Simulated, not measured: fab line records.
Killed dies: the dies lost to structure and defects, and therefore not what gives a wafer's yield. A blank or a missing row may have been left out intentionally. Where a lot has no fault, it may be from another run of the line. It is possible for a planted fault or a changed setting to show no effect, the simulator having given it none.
What tool caused it? + flow nand_harc + Sampling: 12 lots, 36 wafers, 6 of 1159 route steps

WHAT THE GAUGES READ, wafer by wafer
NHARC_A_CHANNEL_HOLE_D1_CD_MEAS_18. Usual: cd_nm reads 99.2 nm (standard deviation 1.6).
| lot  | measured     | on        | cd_nm (nm)        | flag |
|------|--------------|-----------|-------------------|------|
| L345 | day 8 00:07  | cd_sem-01 | 98.1 97.9 97.2    |      |
| L346 | day 8 16:52  | cd_sem-03 | 99.9 99.9 101.4   |      |
| L347 | day 8 17:14  | cd_sem-03 | 94.3 98.3 96.3    |      |
| L348 | day 9 06:32  | cd_sem-01 | 100.1 98.1 96.4   |      |
| L349 | day 9 07:29  | cd_sem-03 | 98.4 98.6 98.1    |      |
| L350 | day 9 15:07  | cd_sem-02 | 98.9 96.0 96.2    |      |
| L358 | day 11 19:38 | cd_sem-01 | 101.1 100.0 99.3  |      |
| L360 | day 12 03:07 | cd_sem-01 | 101.1 101.8 101.7 |      |
| L364 | day 12 21:49 | cd_sem-03 | 98.5 98.5 100.3   |      |
| L367 | day 13 19:43 | cd_sem-01 | 102.0 100.7 100.8 |      |
| L368 | day 13 20:00 | cd_sem-02 | 99.3 101.0 99.3   |      |
| L366 | day 13 21:44 | cd_sem-01 | 102.2 100.4 100.6 |      |

NHARC_A_CHANNEL_HOLE_D1_INSPECT_40. Usual: raw_defect_count reads 58 (standard deviation 14).
| lot  | measured     | on                | raw_defect_count | flag |
|------|--------------|-------------------|------------------|------|
| L345 | day 8 05:53  | defect_inspect-02 | 48 51 43         |      |
| L346 | day 8 22:38  | defect_inspect-02 | 63 42 71         |      |
| L347 | day 8 23:10  | defect_inspect-02 | 46 81 52         |      |
| L348 | day 9 12:19  | defect_inspect-01 | 40 59 46         |      |
| L349 | day 9 13:15  | defect_inspect-02 | 55 49 46         |      |
| L350 | day 9 20:58  | defect_inspect-01 | 88 62 54         |      |
| L358 | day 12 01:28 | defect_inspect-02 | 485 439 447      | OFF  |
| L360 | day 12 08:52 | defect_inspect-02 | 429 447 388      | OFF  |
| L364 | day 13 03:37 | defect_inspect-02 | 51 55 79         |      |
| L367 | day 14 01:32 | defect_inspect-01 | 44 51 65         |      |
| L368 | day 14 05:40 | defect_inspect-01 | 44 68 57         |      |
| L366 | day 14 09:49 | defect_inspect-01 | 47 64 58         |      |

NHARC_END_SORT_01. Usual: killed_at_array 29, standard deviation 11; killed_at_other 0.6, standard deviation 0.92; killed_at_periphery 3.2, standard deviation 2; killed_dies 33, standard deviation 11; killed_open 3.2, standard deviation 2; killed_short 1.9, standard deviation 1.5.
| lot  | measured     | on        | killed_at_array | killed_at_other | killed_at_periphery | killed_dies | killed_open | killed_short | flag |
|------|--------------|-----------|-----------------|-----------------|---------------------|-------------|-------------|--------------|------|
| L358 | day 22 07:37 | prober-01 | 94 103 95       | 0 0 0           | 6 2 1               | 100 105 96  | 4 1 7       | 1 3 1        | OFF  |
| L360 | day 22 17:02 | prober-02 | 107 104 94      | 0 0 0           | 2 3 4               | 109 107 98  | 1 5 5       | 1 3 4        | OFF  |

WHICH TOOL RAN EACH LOT (tool, then ch and the chambers of the sampled wafers, then the start)
| lot  | NHARC_A_CHANNEL_HOLE_D1_ETCH_19  | NHARC_A_CHANNEL_HOLE_D1_ETCH_24  | NHARC_A_CHANNEL_FILL_D1_ALD_15                 |
|------|----------------------------------|----------------------------------|------------------------------------------------|
| L345 | har_etch-02 ch 0,1, day 8 00:11  | har_etch-02 ch 0,1, day 8 02:20  | ald_sin_batch-02 ch 0, no start                |
| L346 | har_etch-02 ch 1, day 8 16:57    | har_etch-02 ch 1, day 8 19:11    | ald_sin_batch-01 ch 0, no start                |
| L347 | har_etch-01 ch 0, day 8 17:20    | har_etch-01 ch 0, day 8 19:34    | ald_sin_batch-01 ch 0, no start                |
| L348 | har_etch-02 ch 0,1, day 9 06:37  | har_etch-02 ch 0,1, day 9 08:45  | ald_sin_batch-01 ch 0, no start                |
| L349 | har_etch-01 ch 0,1, day 9 07:35  | har_etch-01 ch 0,1, day 9 09:55  | ald_sin_batch-01 ch 0, no start                |
| L350 | har_etch-01 ch 0,1, day 9 15:12  | har_etch-01 ch 0,1, day 9 17:20  | ald_sin_batch-01 ch 0, no start                |
| L358 | har_etch-01 ch 0,1, day 11 19:44 | har_etch-01 ch 0,1, day 11 21:59 | ald_sin_batch-01 ch 0, day 22 07:37 or earlier |
| L360 | har_etch-01 ch 0,1, day 12 03:13 | har_etch-01 ch 0,1, day 12 05:34 | ald_sin_batch-02 ch 0, day 22 17:02 or earlier |
| L364 | har_etch-02 ch 0,1, day 12 21:53 | har_etch-02 ch 0,1, day 13 00:01 | ald_sin_batch-02 ch 0, no start                |
| L367 | har_etch-02 ch 0,1, day 13 19:47 | har_etch-02 ch 0,1, day 13 21:55 | ald_sin_batch-01 ch 0, no start                |
| L368 | har_etch-02 ch 0,1, day 13 23:59 | har_etch-02 ch 0,1, day 14 02:13 | ald_sin_batch-01 ch 0, no start                |
| L366 | har_etch-02 ch 0,1, day 14 04:09 | har_etch-02 ch 0,1, day 14 06:22 | ald_sin_batch-01 ch 0, no start                |
- NHARC_A_CHANNEL_HOLE_D1_ETCH_19: etches the open film in C4F8/O2/Ar, time 34.5 s.
- NHARC_A_CHANNEL_HOLE_D1_ETCH_24: etches the open film in C4F8/O2/Ar, time 906.2 s, target depth 1500 nm.
- NHARC_A_CHANNEL_FILL_D1_ALD_15: deposits SiNx, target thk 2 nm, pulse time 60 s, ald cycles 19.

WHAT THE TOOLS THEMSELVES READ (means of the sampled wafers that have a number; where no wafer has one, the mark that the record gives instead)
NHARC_A_CHANNEL_HOLE_D1_ETCH_19. Usual: chamber_pressure_mTorr 15.000 mTorr, standard deviation 0.015; drypump_motor_current_A 5.8 A, standard deviation 0.46; o2_flow_sccm 96.17 sccm, standard deviation 0.27; showerhead_plenum_p_Torr 3.886 Torr, standard deviation 0.025; throttle_valve_pct 37.038 %, standard deviation 0.0079.
| lot  | tool        | chamber_pressure_mTorr (mTorr) | drypump_motor_current_A (A) | o2_flow_sccm (sccm) | showerhead_plenum_p_Torr (Torr) | throttle_valve_pct (%) | flag |
|------|-------------|--------------------------------|-----------------------------|---------------------|---------------------------------|------------------------|------|
| L345 | har_etch-02 | 15.002                         | 6.0                         | 96.07               | 3.925                           | 37.040                 |      |
| L346 | har_etch-02 | 15.011                         | 5.2                         | 96.15               | 3.923                           | 37.038                 |      |
| L347 | har_etch-01 | 14.992                         | 5.8                         | 96.00               | 3.875                           | 37.039                 |      |
| L348 | har_etch-02 | 15.000                         | 6.0                         | 96.25               | 3.919                           | 37.038                 |      |
| L349 | har_etch-01 | 15.006                         | 5.9                         | 96.22               | 3.871                           | 37.037                 |      |
| L350 | har_etch-01 | 15.000                         | 5.9                         | 95.96               | 3.869                           | 37.038                 |      |
| L358 | har_etch-01 | 14.999                         | 5.9                         | 95.87               | 3.857                           | 37.030                 |      |
| L360 | har_etch-01 | 15.009                         | 5.9                         | 96.04               | 3.855                           | 37.041                 |      |
| L364 | har_etch-02 | 15.003                         | 6.0                         | 96.24               | 3.897                           | 37.031                 |      |
| L367 | har_etch-02 | 14.994                         | 5.6                         | 96.22               | 3.890                           | 37.042                 |      |
| L368 | har_etch-02 | 14.992                         | 5.9                         | 96.12               | 3.888                           | 37.030                 |      |
| L366 | har_etch-02 | 15.006                         | 6.0                         | 96.27               | 3.886                           | 37.039                 |      |

NHARC_A_CHANNEL_HOLE_D1_ETCH_24. Usual: chamber_pressure_mTorr 19.999 mTorr, standard deviation 0.018; drypump_motor_current_A 5.8 A, standard deviation 0.46; o2_flow_sccm 31.19 sccm, standard deviation 0.093; showerhead_plenum_p_Torr 3.831 Torr, standard deviation 0.024; throttle_valve_pct 32.236 %, standard deviation 0.0083.
| lot  | tool        | chamber_pressure_mTorr (mTorr) | drypump_motor_current_A (A) | o2_flow_sccm (sccm) | showerhead_plenum_p_Torr (Torr) | throttle_valve_pct (%) | flag |
|------|-------------|--------------------------------|-----------------------------|---------------------|---------------------------------|------------------------|------|
| L345 | har_etch-02 | 20.015                         | 5.9                         | 31.11               | 3.868                           | 32.227                 |      |
| L346 | har_etch-02 | 20.008                         | 5.2                         | 31.19               | 3.866                           | 32.229                 |      |
| L347 | har_etch-01 | 19.997                         | 5.8                         | 31.30               | 3.820                           | 32.236                 |      |
| L348 | har_etch-02 | 20.002                         | 6.0                         | 31.18               | 3.863                           | 32.240                 |      |
| L349 | har_etch-01 | 19.987                         | 5.9                         | 31.22               | 3.817                           | 32.227                 |      |
| L350 | har_etch-01 | 20.007                         | 5.9                         | 31.12               | 3.815                           | 32.238                 |      |
| L358 | har_etch-01 | 19.985                         | 5.9                         | 31.15               | 3.804                           | 32.234                 |      |
| L360 | har_etch-01 | 19.988                         | 5.9                         | 31.10               | 3.801                           | 32.234                 |      |
| L364 | har_etch-02 | 20.000                         | 6.0                         | 31.06               | 3.841                           | 32.235                 |      |
| L367 | har_etch-02 | 19.998                         | 5.6                         | 31.15               | 3.835                           | 32.236                 |      |
| L368 | har_etch-02 | 20.015                         | 6.0                         | 31.22               | 3.833                           | 32.235                 |      |
| L366 | har_etch-02 | 20.006                         | 6.0                         | 31.10               | 3.831                           | 32.232                 |      |

NHARC_A_CHANNEL_FILL_D1_ALD_15. Usual: precursor_pulse_height_rel reads 0.998 (standard deviation 0.019).
| lot  | tool             | precursor_pulse_height_rel | flag |
|------|------------------|----------------------------|------|
| L345 | ald_sin_batch-02 | 1.005                      |      |
| L346 | ald_sin_batch-01 | 1.002                      |      |
| L347 | ald_sin_batch-01 | 1.001                      |      |
| L348 | ald_sin_batch-01 | 0.999                      |      |
| L349 | ald_sin_batch-01 | 1.000                      |      |
| L350 | ald_sin_batch-01 | 0.992                      |      |
| L358 | ald_sin_batch-01 | 0.980                      |      |
| L360 | ald_sin_batch-02 | 1.004                      |      |
| L364 | ald_sin_batch-02 | 0.991                      |      |
| L367 | ald_sin_batch-01 | 1.009                      |      |
| L368 | ald_sin_batch-01 | 0.991                      |      |
| L366 | ald_sin_batch-01 | 1.012                      |      |

THE ANSWER, worked out from the rows above alone
Rule: a lot counts as off when the mean over its wafers that have a number is more than 3 standard deviations away from the usual mean. Also off: a lot with no number at a reading for which 4 or more lots have one. Any other lot the step has rows for is counted as sound. First the gauges in route order, then the tools' own readings, where a lot's mean is used as printed above. At the first step where some lot is off, the reading lying furthest off is the one used; lots without a number count as furthest.
Off at NHARC_A_CHANNEL_HOLE_D1_INSPECT_40 (raw_defect_count): L358, L360.
If a tool, at a process step before that reading, ran all the lots that are off and no sound lot after the first of them, it fits. Not tried: the gauges at NHARC_A_CHANNEL_HOLE_D1_INSPECT_40; whatever is off there is also off at NHARC_END_SORT_01, on other tools, and gauge error can't account for it. One fits: NHARC_A_CHANNEL_HOLE_D1_ETCH_19 and NHARC_A_CHANNEL_HOLE_D1_ETCH_24 on har_etch-01. At NHARC_A_CHANNEL_HOLE_D1_ETCH_19 its last sound lot is L350 (day 9 15:12), its first lot that is off L358 (day 11 19:44): a fault that began between those two fits.

WHAT WAS PUT IN BY THE SIMULATOR
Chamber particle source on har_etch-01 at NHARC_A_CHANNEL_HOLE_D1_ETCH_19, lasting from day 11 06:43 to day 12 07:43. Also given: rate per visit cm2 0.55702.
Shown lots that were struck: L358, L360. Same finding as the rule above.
